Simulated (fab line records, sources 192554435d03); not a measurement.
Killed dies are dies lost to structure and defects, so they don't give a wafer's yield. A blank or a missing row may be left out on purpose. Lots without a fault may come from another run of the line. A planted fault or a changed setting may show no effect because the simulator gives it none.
Which tool did it? | flow n5_finfet | 10 lots, 30 wafers sampled, at 6 steps of a route of 1938

WHAT THE GAUGES READ, wafer by wafer
N5_BEOL_M9_INSPECT_58: inspects for defects (darkfield).
lot  | measured     | on                | raw_defect_count
L914 | day 10 12:43 | defect_inspect-01 | 94 52 117
L919 | day 11 00:08 | defect_inspect-01 | 52 69 47
L920 | day 11 16:45 | defect_inspect-02 | 57 47 43
L923 | day 12 15:04 | defect_inspect-01 | 54 62 85
L925 | day 13 02:13 | defect_inspect-02 | 93 49 59
L926 | day 13 18:33 | defect_inspect-01 | 105 59 95
L930 | day 13 21:40 | defect_inspect-01 | 67 113 102
L931 | day 14 15:07 | defect_inspect-01 | 1405 1477 1427
L935 | day 15 02:16 | defect_inspect-01 | 1415 1344 1427
L936 | day 15 09:36 | defect_inspect-01 | 122 85 69

N5_BEOL_M10_INSPECT_13: inspects for defects (brightfield).
lot  | measured     | on                | raw_defect_count
L914 | day 10 15:27 | defect_inspect-02 | 360 254 396
L919 | day 11 02:30 | defect_inspect-01 | 427 445 501
L920 | day 11 18:50 | defect_inspect-02 | 334 321 293
L923 | day 12 16:31 | defect_inspect-02 | 550 395 430
L925 | day 13 03:30 | defect_inspect-02 | 374 308 503
L926 | day 13 20:28 | defect_inspect-02 | 443 619 607
L930 | day 13 23:28 | defect_inspect-02 | 390 436 472
L931 | day 14 16:46 | defect_inspect-01 | 1784 2022 1844
L935 | day 15 04:06 | defect_inspect-01 | 2025 1879 1925
L936 | day 15 11:17 | defect_inspect-02 | 508 462 450

WHICH TOOL RAN EACH LOT (tool, then ch and the chambers of the sampled wafers, then the start)
lot  | N5_BEOL_M9_SPUTTER_48        | N5_BEOL_M9_CMP_52             | N5_BEOL_M9_PRE_CLEAN_55         | N5_BEOL_M10_PECVD_70
L914 | pvd_sputter-03, day 10 11:43 | cmp-01 ch 0,1, day 10 12:16   | pecvd-04 ch 0,1, day 10 12:35   | pecvd-02 ch 0,1,2, day 10 13:52
L919 | pvd_sputter-02, day 10 23:07 | cmp-01 ch 2,3, day 10 23:43   | pecvd-04 ch 0,1, day 11 00:01   | pecvd-03 ch 0,1,2, day 11 00:48
L920 | pvd_sputter-03, day 11 15:46 | cmp-02 ch 0,2,3, day 11 16:22 | pecvd-03 ch 1,2, day 11 16:38   | pecvd-01 ch 0,1,2, day 11 17:25
L923 | pvd_sputter-02, day 12 13:57 | cmp-01 ch 0,1,3, day 12 14:35 | pecvd-02 ch 0,1, day 12 14:55   | pecvd-01 ch 1,2, day 12 15:43
L925 | pvd_sputter-02, day 13 01:13 | cmp-03 ch 1,3, day 13 01:47   | pecvd-02 ch 1,2, day 13 02:05   | pecvd-03 ch 0,1, day 13 02:53
L926 | pvd_sputter-03, day 13 16:07 | cmp-02 ch 0,1, day 13 16:52   | pecvd-03 ch 0,1, day 13 17:11   | pecvd-01 ch 1,2, day 13 19:13
L930 | pvd_sputter-02, day 13 20:20 | cmp-02 ch 1,2,3, day 13 21:13 | pecvd-02 ch 1,2, day 13 21:33   | pecvd-03 ch 1,2, day 13 22:20
L931 | pvd_sputter-02, day 14 14:08 | cmp-01 ch 1,2,3, day 14 14:42 | pecvd-02 ch 0,1,2, day 14 15:00 | pecvd-01 ch 0,1,2, day 14 15:47
L935 | pvd_sputter-03, day 15 01:08 | cmp-01 ch 0,2,3, day 15 01:49 | pecvd-02 ch 0,1, day 15 02:08   | pecvd-03 ch 1,2, day 15 02:56
L936 | pvd_sputter-01, day 15 08:24 | cmp-03 ch 1,2,3, day 15 09:13 | pecvd-04 ch 1,2, day 15 09:29   | pecvd-01 ch 0,1, day 15 10:16
- N5_BEOL_M9_SPUTTER_48: material Cu, target thk 12 nm, time 2 s.
- N5_BEOL_M9_CMP_52: polishes, stops on SiCOH lowk, t overpolish 7 s, target thk 140 nm.
- N5_BEOL_M9_PRE_CLEAN_55: time 15 s.
- N5_BEOL_M10_PECVD_70: deposits SiO2 from TEOS/O2, target thk 20 nm, time 22.7 s.

WHAT THE TOOLS THEMSELVES READ (means of the sampled wafers that have a number; where no wafer has one, the mark that the record gives instead)
N5_BEOL_M9_SPUTTER_48.
lot  | tool           | bias_v (V) | cathode_dc_power_W (W) | throttle_valve_pct (%)
L914 | pvd_sputter-03 | 59.7       | 26002                  | 31.0
L919 | pvd_sputter-02 | 59.6       | 25999                  | 30.6
L920 | pvd_sputter-03 | 60.0       | 26004                  | 31.3
L923 | pvd_sputter-02 | 60.4       | 26002                  | 29.8
L925 | pvd_sputter-02 | 60.7       | 26003                  | 30.4
L926 | pvd_sputter-03 | 60.1       | 26001                  | 31.2
L930 | pvd_sputter-02 | 60.0       | 26004                  | 30.1
L931 | pvd_sputter-02 | 59.9       | 26000                  | 30.4
L935 | pvd_sputter-03 | 59.9       | 26001                  | 31.2
L936 | pvd_sputter-01 | 59.9       | 25999                  | 29.8

N5_BEOL_M9_CMP_52.
lot  | tool   | barrier_field_endpoint_s (s) | motor_current_A (A) | overpolish_run_s (s) | platen_rpm (rpm) | slurry_filter_dp_kPa (kPa) | time_to_endpoint_s (s)
L914 | cmp-01 | 28.6                         | 5.8                 | 7.003                | 49.98            | 13.42                      | 63.6
L919 | cmp-01 | 27.5                         | 6.0                 | 7.000                | 50.00            | 13.49                      | 61.7
L920 | cmp-02 | 28.8                         | 5.7                 | 7.000                | 50.00            | 13.46                      | 64.5
L923 | cmp-01 | 28.1                         | 5.5                 | 7.004                | 50.03            | 13.32                      | 63.3
L925 | cmp-03 | 29.0                         | 6.3                 | 6.997                | 50.05            | 13.47                      | 67.2
L926 | cmp-02 | 28.7                         | 6.7                 | 6.997                | 50.00            | 13.44                      | 61.3
L930 | cmp-02 | 29.3                         | 6.0                 | 6.995                | 50.01            | 13.44                      | 66.3
L931 | cmp-01 | 28.5                         | 5.9                 | 6.993                | 49.99            | 13.42                      | 64.3
L935 | cmp-01 | 28.0                         | 5.6                 | 6.991                | 50.00            | 13.51                      | 60.5
L936 | cmp-03 | 29.1                         | 6.1                 | 6.997                | 49.97            | 13.51                      | 66.4

N5_BEOL_M10_PECVD_70.
lot  | tool     | heater_power_w (W) | showerhead_plenum_p_Torr (Torr) | throttle_valve_pct (%)
L914 | pecvd-02 | 872                | 8.73                            | 21.7
L919 | pecvd-03 | 786                | 8.81                            | 21.8
L920 | pecvd-01 | 776                | 8.72                            | 22.6
L923 | pecvd-01 | 728                | 8.73                            | 21.8
L925 | pecvd-03 | 800                | 8.83                            | 22.7
L926 | pecvd-01 | 727                | 8.73                            | 22.0
L930 | pecvd-03 | 657                | 8.77                            | 21.3
L931 | pecvd-01 | 792                | 8.73                            | 22.7
L935 | pecvd-03 | 732                | 8.78                            | 21.3
L936 | pecvd-01 | 749                | 8.71                            | 23.2

THE ANSWER, worked out from the rows above alone
Rule: what is usual is taken from the lots themselves. Put in order of their means at a reading, lots are off if they are a third of the lots or fewer, leave a main group of 4 or more, and stand apart from it by a gap of 3 or more times the standard deviation of the main group's means; of several such gaps the widest counts. A main group whose means are all the same, to the digits that the tables above print for the reading, isn't used. A lot without any number at a reading at which 4 lots or more have one is off too. The other lots that the step has rows for count as sound. The gauges are gone through in route order, then the tools' own readings, and for those a lot's mean is taken as printed above. The first step at which some lot is off is used, and at that step the reading that is off furthest; a lot without a number counts as furthest.
Off: L931, L935, at N5_BEOL_M9_INSPECT_58 (raw_defect_count). The main group: mean 75, standard deviation 16.
A tool fits if, at a process step before that reading, it ran every lot that is off, and no sound lot after the first of them. The gauges at N5_BEOL_M9_INSPECT_58 are tried like those tools. Can't be told from this: 2 tools fit, cmp-01 at N5_BEOL_M9_CMP_52, pecvd-02 at N5_BEOL_M9_PRE_CLEAN_55.

WHAT THE SIMULATOR HAD PUT IN
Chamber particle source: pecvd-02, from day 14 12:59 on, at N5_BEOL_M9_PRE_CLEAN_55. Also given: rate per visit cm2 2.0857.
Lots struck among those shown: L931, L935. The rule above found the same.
